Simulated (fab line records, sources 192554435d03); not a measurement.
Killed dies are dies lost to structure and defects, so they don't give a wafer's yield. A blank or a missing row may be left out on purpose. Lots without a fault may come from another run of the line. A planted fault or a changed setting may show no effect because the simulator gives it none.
fab line records | flow n5_finfet | part 2 of 2: steps 5 to 6 of 6
record lots=21 wafers=63 last_day=20
route steps=1938 shown FIN_SAQP@98
lots that met no fault: from a run of the same line without faults
start_h: hours from the record's first day to the start of the lot's first wafer shown | wait_h: hours since the lot's step before | " the same as in the row above | L1.1+2: a row that stands for several wafers | - no value, or no start given | * or withheld: withheld | < > ~ a bound
route shown NAME@n: a module of which the file shows steps, and the number in the route of the first | usual: mean/standard deviation of fault-free wafers | same: alike in all rows | chamber/n: place in a boat | sites: the reading at each site | _std_site: their standard deviation | _edge_site: outer sites' mean less inner sites' | radius_mm: how far each site lies from the wafer's centre | mask NAME#n: copy n | behind: the tool/chamber that last shaped the wafer | hold: why the lot was held/for how many hours/how that ended | device: the transistor (n, p or np) that didn't switch | end of line: the same wafers' tests at the end of the route | a step without rows: its recipe alone | killed: dies lost to structure and defects at the first sort, not the wafer's yield | map: a wafer's dies, x killed, . not, _ none there
set.NAME: the setting as run; set.NAME@STEP: as run at that earlier step | model.NAME: the simulator's own value behind a step, which no gauge read
steps of the route over a sample of lots; a table a step, a row a wafer
services: from which hour (start_h, from the record's first day; less than 0 if before it) a tool's chamber was out of use, for how many hours, and why
## steps
# step N5_FIN_SAQP_SPACER2_ETCHBACK_29
# recipe chemistry=CHF3/O2 mode=anisotropic_etchback target=SiO2 target_depth_a=122 time_s=6.1 pressure_mtorr=30 source_w=650 bias_w=170 Ar_flow_sccm=200 CHF3_flow_sccm=50 O2_flow_sccm=5 ion_energy_ev=200
# usual drypump_motor_current_A=5.7/0.43 oes_f_703_au=0.79/0.09 oes_product_au=0.79/0.094 rf_vpp_V=521/9.8 showerhead_plenum_p_Torr=2.42/0.091 throttle_valve_pct=18.83/0.17
# columns lot.wafer tool chamber start_h wait_h drypump_motor_current_A oes_f_703_au oes_product_au rf_hours_counter_h rf_vpp_V showerhead_plenum_p_Torr throttle_valve_pct
L074.4 rie_diel-01 0 25.50 0.2 4.9 0.74 0.76 - 532 2.42 18.92
L074.5 " 1 " " 5.3 0.73 0.73 - 529 2.38 18.93
L074.6 " 3 " " 4.9 1.02 0.99 - 518 2.55 18.46
L075.2 rie_diel-02 3 30.68 0.2 5.6 0.76 0.72 182 525 2.51 18.75
L075.4 " 2 " " 5.9 0.74 0.74 169 506 2.30 19.09
L075.6 " 3 " " 5.6 0.75 0.72 - 525 2.51 18.75
L076.1 rie_diel-01 3 39.84 0.2 4.9 0.97 0.96 5 518 2.55 18.47
L076.2 " 0 " " 4.9 0.74 0.76 145 534 2.42 18.93
L076.5 " 0 " " 4.9 0.74 0.76 - 534 2.42 18.92
L077.1 rie_diel-04 0 43.26 0.2 5.7 0.71 0.70 224 527 2.27 18.81
L077.3 " 3 " " 5.8 0.79 0.79 114 520 2.44 18.77
L077.5 " 3 " " 5.8 0.79 0.79 - 521 2.44 18.78
L079.1 rie_diel-02 2 56.08 0.2 5.9 0.73 0.72 178 504 2.30 19.11
L079.2 " 1 " " 5.7 0.83 0.84 88 525 2.35 18.74
L079.6 " 3 " " 5.7 0.75 0.72 - 526 2.51 18.77
L080.1 rie_diel-02 3 63.11 0.3 5.6 0.74 0.72 193 524 2.51 18.78
L080.3 " 2 " " 5.9 0.73 0.71 182 503 2.30 19.12
L080.6 " 3 " " 5.7 0.74 0.72 - 525 2.51 18.77
L081.3 rie_diel-01 1 67.40 0.2 5.3 0.72 0.72 205 530 2.37 18.95
L081.4 " 3 " " 4.9 0.93 0.94 16 517 2.55 18.51
L081.5 " 2 " " 6.4 0.94 0.97 - 539 2.58 18.73
L082.2 rie_diel-04 1 73.86 0.2 6.4 0.74 0.73 194 507 2.48 19.03
L082.3 " 0 " " 5.7 0.70 0.69 237 527 2.26 18.86
L082.5 " 0 " " 5.7 0.70 0.69 - 527 2.26 18.85
L083.1 rie_diel-04 2 79.36 0.2 5.7 0.91 0.89 26 513 2.38 18.68
L083.5 " 0 " " 5.7 0.69 0.68 - 526 2.26 18.84
L083.6 " 1 " " 6.4 0.73 0.71 - 507 2.48 19.03
L084.1 rie_diel-04 0 85.63 0.2 5.7 0.69 0.69 242 527 2.26 18.86
L084.3 " 2 " " 5.8 0.90 0.89 28 514 2.38 18.70
L084.6 " 0 " " 5.7 0.69 0.69 - 527 2.26 18.87
L085.1 rie_diel-02 3 91.25 0.2 5.6 0.74 0.72 204 526 2.50 18.78
L085.2 " 1 " " 5.7 0.82 0.82 102 525 2.34 18.77
L085.6 " 3 " " 5.7 0.73 0.71 - 526 2.50 18.79
L086.3 rie_diel-04 0 98.35 0.2 5.7 0.69 0.68 247 527 2.26 18.86
L086.4 " 1 " " 6.4 0.73 0.72 203 506 2.48 19.04
L086.5 " 3 " " 5.8 0.78 0.78 - 521 2.44 18.79
L087.3 rie_diel-01 3 105.16 0.2 4.9 0.90 0.91 29 518 2.54 18.51
L087.5 " 1 " " 5.3 0.71 0.71 - 528 2.37 18.99
L087.6 " 2 " " 6.4 0.90 0.93 - 537 2.58 18.76
L088.1 rie_diel-04 0 110.37 0.2 5.7 0.69 0.68 251 525 2.26 18.86
L088.2 " 3 " " 5.8 0.79 0.77 127 520 2.44 18.81
L088.5 " 2 " " 5.7 0.89 0.88 - 513 2.38 18.72
L090.2 rie_diel-02 1 121.65 0.2 5.6 0.81 0.80 112 523 2.34 18.78
L090.3 " 2 " " 5.9 0.71 0.71 204 504 2.29 19.15
L090.4 " 0 " " 5.3 0.77 0.74 165 516 2.42 18.79
L091.3 rie_diel-01 1 127.65 0.3 5.3 0.70 0.72 227 528 2.36 19.00
L091.5 " 0 " " 4.9 0.72 0.74 - 535 2.41 18.99
L091.6 " 1 " " 5.3 0.70 0.72 - 531 2.36 19.00
L093.1 rie_diel-01 2 139.48 0.2 6.4 0.88 0.90 32 538 2.57 18.79
L093.4 " 0 " " 4.9 0.71 0.73 180 534 2.41 18.98
L093.5 " 0 " " 5.0 0.71 0.73 - 535 2.41 18.98
L094.1 rie_diel-04 3 145.28 0.2 5.8 0.77 0.77 144 519 2.43 18.81
L094.5 " 0 " " 5.7 0.98 0.99 - 534 2.55 18.51
L094.6 " 1 " " 6.4 0.72 0.71 - 507 2.47 19.07
L095.2 rie_diel-02 3 151.44 0.2 5.6 0.72 0.70 224 525 2.50 18.81
L095.3 " 2 " " 5.9 0.71 0.69 213 506 2.29 19.16
L095.5 " 1 " " 5.7 0.79 0.79 - 524 2.34 18.80
L096.1 rie_diel-02 2 157.70 0.2 5.9 0.71 0.70 216 506 2.29 19.16
L096.3 " 3 " " 5.6 0.71 0.69 226 525 2.49 18.81
L096.5 " 0 " " 5.3 0.76 0.74 - 516 2.41 18.81
L097.1 rie_diel-04 0 163.17 0.2 5.7 0.96 0.96 10 535 2.54 18.51
L097.2 " 2 " " 5.7 0.85 0.85 58 514 2.37 18.76
L097.3 " 1 " " 6.4 0.72 0.70 229 505 2.47 19.08
# step N5_FIN_SAQP_ETCH_64
# recipe chemistry=CF4 target=SiO2 target_depth_a=15 ion_energy_ev=350 pressure_mtorr=10 icp_w=800 bias_w=400 cf4_flow_sccm=80
# usual drypump_motor_current_A=5.8/0.37 oes_product_au=0.995/0.017 throttle_valve_pct=21.83/0.28
# columns lot.wafer tool chamber start_h wait_h drypump_motor_current_A oes_product_au rf_hours_counter_h throttle_valve_pct
L074.4 rie_si-05 2 25.98 0.0 6.1 0.981 89 22.19
L074.5 " 3 " " 6.2 1.030 - 21.69
L074.6 " 0 " " 5.6 1.003 - 22.10
L075.2 rie_si-02 2 31.57 0.0 5.5 0.970 67 21.43
L075.4 " 0 " " 6.0 1.014 18 21.36
L075.6 " 3 " " 5.4 1.013 - 22.04
L076.1 rie_si-05 0 40.35 0.0 5.6 0.998 112 22.10
L076.2 " 1 " " 5.6 0.992 123 21.71
L076.5 " 3 " " 6.2 0.998 - 21.69
L077.1 rie_si-02 2 43.77 0.0 5.5 0.978 68 21.41
L077.3 " 1 " " 6.3 1.004 86 21.98
L077.5 " 1 " " 6.3 1.015 - 21.98
L079.1 rie_si-05 3 56.59 0.0 6.2 1.015 33 21.68
L079.2 " 2 " " 6.1 0.990 90 22.20
L079.6 " 1 " " 5.6 0.997 - 21.74
L080.1 rie_si-05 3 63.63 0.0 6.2 1.023 33 21.70
L080.3 " 1 " " 5.6 1.005 124 21.74
L080.6 " 1 " " 5.6 1.005 - 21.73
L081.3 rie_si-02 0 67.90 0.0 5.9 1.018 19 21.36
L081.4 " 1 " " 6.3 1.001 87 21.98
L081.5 " 3 " " 5.4 1.016 - 22.06
L082.2 rie_si-05 3 74.37 0.0 6.1 1.000 33 21.69
L082.3 " 2 " " 6.2 0.973 90 22.18
L082.5 " 1 " " 5.6 0.995 - 21.73
L083.1 rie_si-02 0 79.87 0.0 5.9 1.002 19 21.35
L083.5 " 0 " " 5.9 1.002 - 21.35
L083.6 " 1 " " 6.3 0.994 - 21.98
L084.1 rie_si-02 0 86.14 0.0 6.0 1.013 20 21.36
L084.3 " 3 " " 5.5 1.014 123 22.04
L084.6 " 1 " " 6.3 0.999 - 21.95
L085.1 rie_si-05 1 91.79 0.0 5.6 0.992 125 21.74
L085.2 " 2 " " 6.2 0.966 90 22.19
L085.6 " 1 " " 5.6 1.003 - 21.71
L086.3 rie_si-05 1 98.86 0.0 5.6 1.001 125 21.74
L086.4 " 0 " " 5.7 0.995 114 22.09
L086.5 " 1 " " 5.6 1.000 - 21.73
L087.3 rie_si-05 3 105.67 0.0 6.2 1.003 34 21.70
L087.5 " 0 " " 5.7 0.999 - 22.10
L087.6 " 3 " " 6.2 1.019 - 21.68
L088.1 rie_si-02 0 110.88 0.0 6.0 1.010 20 21.35
L088.2 " 1 " " 6.3 0.993 88 21.98
L088.5 " 3 " " 5.5 1.012 - 22.05
L090.2 rie_si-05 2 122.27 0.0 6.2 0.983 91 22.20
L090.3 " 3 " " 6.2 1.021 34 21.70
L090.4 " 1 " " 5.6 0.996 125 21.73
L091.3 rie_si-05 2 128.16 0.0 6.1 0.989 91 22.18
L091.5 " 1 " " 5.6 0.998 - 21.74
L091.6 " 2 " " 6.1 0.982 - 22.20
L093.1 rie_si-05 3 140.09 0.0 6.1 0.999 35 21.72
L093.4 " 1 " " 5.6 0.998 126 21.73
L093.5 " 3 " " 6.1 1.009 - 21.69
L094.1 rie_si-03 2 145.79 0.0 4.6 0.963 108 21.40
L094.5 " 2 " " 4.6 0.970 - 21.39
L094.6 " 3 " " 5.5 0.972 - 22.00
L095.2 rie_si-03 1 151.94 0.0 5.1 0.942 6 22.06
L095.3 " 2 " " 4.6 0.971 108 21.37
L095.5 " 0 " " 5.5 0.977 - 21.64
L096.1 rie_si-05 2 158.21 0.0 6.2 0.977 92 22.20
L096.3 " 3 " " 6.2 1.018 35 21.70
L096.5 " 3 " " 6.2 1.007 - 21.67
L097.1 rie_si-02 1 163.68 0.0 6.3 0.978 89 21.97
L097.2 " 0 " " 6.0 1.003 21 21.36
L097.3 " 2 " " 5.5 0.973 70 21.41
## services
# columns tool chamber start_h hours kind
rie_si-05 - 5.39 2.8 pm
ald_sin-02 0 15.13 5.0 repair
rie_si-05 2 15.75 3.4 repair
ald_sin-04 0 24.93 18.6 repair
ald_sin-02 - 28.64 12.0 repair
rie_si-05 2 39.60 1.3 repair
rie_diel-04 1 50.04 6.2 repair
rie_diel-04 3 51.04 30.3 repair
rie_diel-02 0 51.06 16.0 repair
rie_diel-02 3 53.76 2.0 repair
rie_si-02 - 54.41 2.8 pm
rie_si-05 - 66.79 0.1 repair
rie_diel-01 2 69.28 5.1 repair
rie_diel-01 - 76.56 0.6 repair
ald_sin-02 1 85.55 8.5 repair
pecvd-02 - 105.74 2.8 pm
rie_diel-04 1 107.92 4.6 repair
ald_sin-02 - 122.03 1.1 repair
pecvd-01 - 124.76 0.7 repair
pecvd-01 0 130.28 5.4 repair
rie_si-02 1 130.98 10.1 repair
pecvd-02 1 148.43 2.9 repair
ald_sin-02 - 148.80 0.9 repair
rie_diel-04 2 158.20 4.0 repair
